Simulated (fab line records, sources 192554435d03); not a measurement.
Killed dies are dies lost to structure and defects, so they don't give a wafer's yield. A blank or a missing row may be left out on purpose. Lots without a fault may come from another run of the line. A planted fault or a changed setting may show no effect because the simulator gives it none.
Chamber matching | flow n5_finfet | N5_BEOL_M6_DESCUM_16 on rie_diel-02: 4 sister chambers
The step chemistry O2, time 7.9 s. 4 wafers are shown with their chamber, then 8 later ones without.

WAFERS WITH THEIR CHAMBER
wafer  | chamber | drypump_motor_current_A (A)
L089.5 | 2       | 5.5
L092.5 | 1       | 4.7
L092.6 | 0       | 5.6
L091.1 | 3       | 5.1

WAFERS WITHOUT THEIR CHAMBER
wafer  | drypump_motor_current_A (A)
L091.3 | 4.7
L091.6 | 5.7
L094.1 | 4.7
L094.2 | 5.7
L094.3 | 5.1
L097.1 | 5.1
L097.3 | 5.5
L097.6 | 4.7

WHICH CHAMBER EACH WENT THROUGH
wafer  | from the rows above     | in truth
L091.3 | 1                       | 1
L091.6 | can't be placed: 0 or 2 | 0
L094.1 | 1                       | 1
L094.2 | can't be placed: 0 or 2 | 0
L094.3 | 3                       | 3
L097.1 | 3                       | 3
L097.3 | can't be placed: 2 or 0 | 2
L097.6 | 1                       | 1
Placed correctly: 5 of 8. Can't be placed from these rows: 3 (the true chamber is among the candidates in 3). Placed wrongly: 0.
How it was worked out, from the rows above alone: a wafer's distance from a chamber is the root of the sum, over the readings, of the square of ((its reading less the chamber's mean) divided by the reading's scatter). The wafer belongs to the nearest chamber; if the next one is less than 2 further off, it can't be placed. A chamber's mean is the mean of its shown wafers. The scatter: with one shown wafer a chamber, the root of the mean of the squares of how far each hidden wafer lies from its nearest shown one.
